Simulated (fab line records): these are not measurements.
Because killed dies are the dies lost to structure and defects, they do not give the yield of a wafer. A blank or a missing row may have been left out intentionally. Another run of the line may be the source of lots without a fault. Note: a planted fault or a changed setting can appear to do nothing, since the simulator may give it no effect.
Code-filled problem report in 8D (eight disciplines) form + flow n5Finfet + the parts of the form that need people (team, actions taken, sign-off) are left out

1. WHAT IS WRONG
killed_at_M4_up at N5_PASSIVATION_PROBE_49 reads a mean of 133 on 2 wafers of 2 lots; wafers without a fault read 13 with a standard deviation of 5.8. That is +21 standard deviations from the usual mean.
First seen on wafer L397.5, day 14 20:34, on prober-01. At this step, 6 wafers from 2 lots have a number in the record. The rule behind "out" and "out of limits": a value lying over 4 standard deviations away from the usual mean. The rest of the wafers with a number are treated as sound.

2. WHAT IT IS; WHAT IT IS NOT
| question                    | is                                                                                            | is not                                                                                         |
|-----------------------------|-----------------------------------------------------------------------------------------------|------------------------------------------------------------------------------------------------|
| which readings at this step | killed_at_M4_up, defectLimitedYield, killedDies, sort_bin_5_function, sortNPass, sortYieldPct | killed_at_M0_to_M3, killedAtFrontEnd, killedAtOther, killedOnRim, killedOpen, sort_bin_8_speed |
| which lots                  | L397, L403                                                                                    | -                                                                                              |
| which wafers of those lots  | L397.5, L403.6                                                                                | L397.2, L397.4, L403.1, L403.3                                                                 |
| read on which tools         | prober-01                                                                                     | -                                                                                              |
| when                        | from day 14 20:34                                                                             | up to then (2 sound wafers); but 2 sound wafers of L403 came after                             |

3. THE SUSPECTS, EACH WITH WHAT RULES IT OUT
Counting: if a tool at a process step up to the reading ran every lot that is out, it stays a suspect. Sound lots after the first of them don't rule it out here, since some wafers of a struck lot are sound.
- rieDiel-03 at N5_BEOL_M9_ETCH_76 (etches underlayer in N2/H2, target depth 6.5 nm, time 5.2 s): kept. It ran every lot that is out, first L397 (day 11 23:14).
- pecvd-02 at N5_PASSIVATION_PECVD_01 (deposits SiNx from SiH4/NH3/N2, target thk 200 nm, time 43.2 s): kept. It ran every lot that is out, first L397 (day 14 11:06).
- prober-01 at N5_PASSIVATION_PROBE_49: kept. It ran every lot that is out, first L397 (day 14 20:25). On those wafers its own readings are out: defectLimitedYield, killed_at_M4_up, killedDies, sort_bin_5_function, sortNPass, sortYieldPct.
- Within rieDiel-03 at N5_BEOL_M9_ETCH_76: the wafers that are out ran in chamber 1; their sound lot-mates ran in chambers 0, 2, 3.
Left after counting: rieDiel-03 at N5_BEOL_M9_ETCH_76, pecvd-02 at N5_PASSIVATION_PECVD_01, prober-01 at N5_PASSIVATION_PROBE_49.

4. THE CAUSE (what the simulator had put in)
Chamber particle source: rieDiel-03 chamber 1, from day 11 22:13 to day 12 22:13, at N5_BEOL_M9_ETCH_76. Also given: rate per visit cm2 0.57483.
Of the 3 suspects that counting leaves, this tool is one.

5. THE CHAIN OF EFFECTS, in route order
One row per reading whose mean, taken over the struck wafers that have a number, lies over 3 standard deviations from the usual. Only readings whose record carries a usual standard deviation are examined. hours: median over the lots of the time between each lot's start at the first step of this table that gives one and its start at this step. sigmas: the change, counted in usual standard deviations.
| hours | step                    | reading             | usual  | on struck wafers | change | sigmas |
|-------|-------------------------|---------------------|--------|------------------|--------|--------|
| 0     | N5_PASSIVATION_PROBE_49 | defectLimitedYield  | 91.1 % | 80.3             | -10.8  | -7.7   |
| 0     | N5_PASSIVATION_PROBE_49 | killed_at_M4_up     | 13     | 133              | +120   | +21    |
| 0     | N5_PASSIVATION_PROBE_49 | killedDies          | 104    | 232              | +128   | +7.6   |
| 0     | N5_PASSIVATION_PROBE_49 | sort_bin_5_function | 5.2 %  | 12.1             | +6.9   | +7.0   |
| 0     | N5_PASSIVATION_PROBE_49 | sort_bin_6_memory   | 3.3 %  | 5.4              | +2.1   | +3.6   |
| 0     | N5_PASSIVATION_PROBE_49 | sortNPass           | 1075   | 948              | -128   | -7.5   |
| 0     | N5_PASSIVATION_PROBE_49 | sortYieldPct        | 91.1 % | 80.3             | -10.8  | -7.7   |
Here are the process steps it includes:
- N5_PASSIVATION_PROBE_49

6. WHAT WOULD HAVE CAUGHT IT SOONER
In this record no reading fell out of limits until day 14 20:34, 70 hours after the fault had begun at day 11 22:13.
An alarm limit of 4 standard deviations would not have fired on the tool readings at N5_BEOL_M9_ETCH_76 for which the record gives a usual standard deviation, since none of them was out on any struck wafer.
By day 14 20:34, every lot that is out (2) had started N5_BEOL_M9_ETCH_76 on rieDiel-03. A hold on the tool at that time would have spared none of them.
